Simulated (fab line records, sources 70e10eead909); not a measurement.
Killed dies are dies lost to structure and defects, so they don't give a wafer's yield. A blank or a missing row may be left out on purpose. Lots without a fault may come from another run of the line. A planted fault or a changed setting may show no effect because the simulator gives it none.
One fault seen from 3 desks | flow nand_harc | each desk has only its own numbers; what lay behind them comes last

THE DEFECT DESK
What the inspections along the route counted, lot by lot: means of the sampled wafers that have a number. A lot is out of limits, marked OUT, if its mean lies more than 4 standard deviations from the usual mean; the brackets give that distance.
Columns: A = raw_defect_count at NHARC_A_SGD_CUT_INSPECT_11, usual 61
lot  | first seen here | A
L912 | day 19 20:34    | 17
L918 | day 22 06:12    | 85
L920 | day 23 14:13    | 46
L925 | day 25 17:31    | 56
L929 | day 27 09:08    | 69
L931 | day 28 22:37    | 80
This desk's finding: nothing out of limits on any of the 6 lots.

THE TOOL OWNER'S DESK: rie_diel-11
The tool's own readings at NHARC_A_SGD_CUT_ETCH_59 (etches the open film in N2/H2, target depth 260 nm, time 406.25 s): means of the sampled wafers that have a number, for each lot that ran on this tool. A lot is out of limits, marked OUT, if its mean lies more than 4 standard deviations from the usual mean; the brackets give that distance.
Columns: A = drypump_motor_current_A at NHARC_A_SGD_CUT_ETCH_59, usual 5.58 A; B = oes_product_au at NHARC_A_SGD_CUT_ETCH_59, usual 1.006 a.u.; C = rf_vpp_V at NHARC_A_SGD_CUT_ETCH_59, usual 430.6 V; D = run_length_s at NHARC_A_SGD_CUT_ETCH_59, usual 427.6 s; E = showerhead_plenum_p_Torr at NHARC_A_SGD_CUT_ETCH_59, usual 2.04 Torr; F = throttle_valve_pct at NHARC_A_SGD_CUT_ETCH_59, usual 14.169 %
lot  | first seen here | A    | B     | C     | D                       | E    | F
L912 | day 19 20:52    | 5.83 | 0.994 | 432.8 | 427.4                   | 2.11 | 14.176
L918 | day 22 06:28    | 5.73 | 1.001 | 433.2 | 350.4 (-99 or more) OUT | 2.14 | 14.163
L920 | day 23 14:27    | 5.82 | 1.003 | 432.9 | 350.1 (-99 or more) OUT | 2.11 | 14.168
This desk's finding: out of limits on L918, L920; first on L918, day 22 06:28 (run_length_s at NHARC_A_SGD_CUT_ETCH_59). In limits: L912.

THE METROLOGY DESK
What the gauges read, lot by lot, whatever tool the lot ran on: means of the sampled wafers that have a number. A lot is out of limits, marked OUT, if its mean lies more than 4 standard deviations from the usual mean; the brackets give that distance.
Columns: A = cd_nm at NHARC_A_SGD_CUT_CD_MEAS_09, usual 100.0 nm; B = overlay_x_nm at NHARC_A_SGD_CUT_OVL_MEAS_10, usual -0.1 nm; C = overlay_y_nm at NHARC_A_SGD_CUT_OVL_MEAS_10, usual -0.1 nm
lot  | first seen here | A     | B    | C
L912 | day 19 20:27    | 99.1  | 1.0  | -0.4
L918 | day 22 06:04    | 100.7 | 0.6  | -0.1
L920 | day 23 14:05    | 99.6  | -0.5 | 1.4
L925 | day 25 17:24    | 99.9  | 0.7  | 0.6
L929 | day 27 09:01    | 99.3  | -0.1 | -0.6
L931 | day 28 22:29    | 99.5  | 0.4  | 0.8
This desk's finding: nothing out of limits on any of the 6 lots.

PUT TOGETHER
The tool owner's desk could have raised an alarm at day 22 06:28, on L918, L920.
The defect desk saw nothing out of limits.
The metrology desk saw nothing out of limits.
The defect desk has L918, L920 on record, within its limits.
The metrology desk has L918, L920 on record, within its limits.
Of the lots named, all ran NHARC_A_SGD_CUT_ETCH_59 on rie_diel-11.

WHAT THE SIMULATOR HAD PUT IN
Process parameter drift: rie_diel-11, from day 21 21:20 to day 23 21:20, at NHARC_A_SGD_CUT_ETCH_59. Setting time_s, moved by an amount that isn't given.
Lots struck among those shown: L918, L920.
Hours from the fault's start to each desk's first reading out of limits: the tool owner's desk, 9.
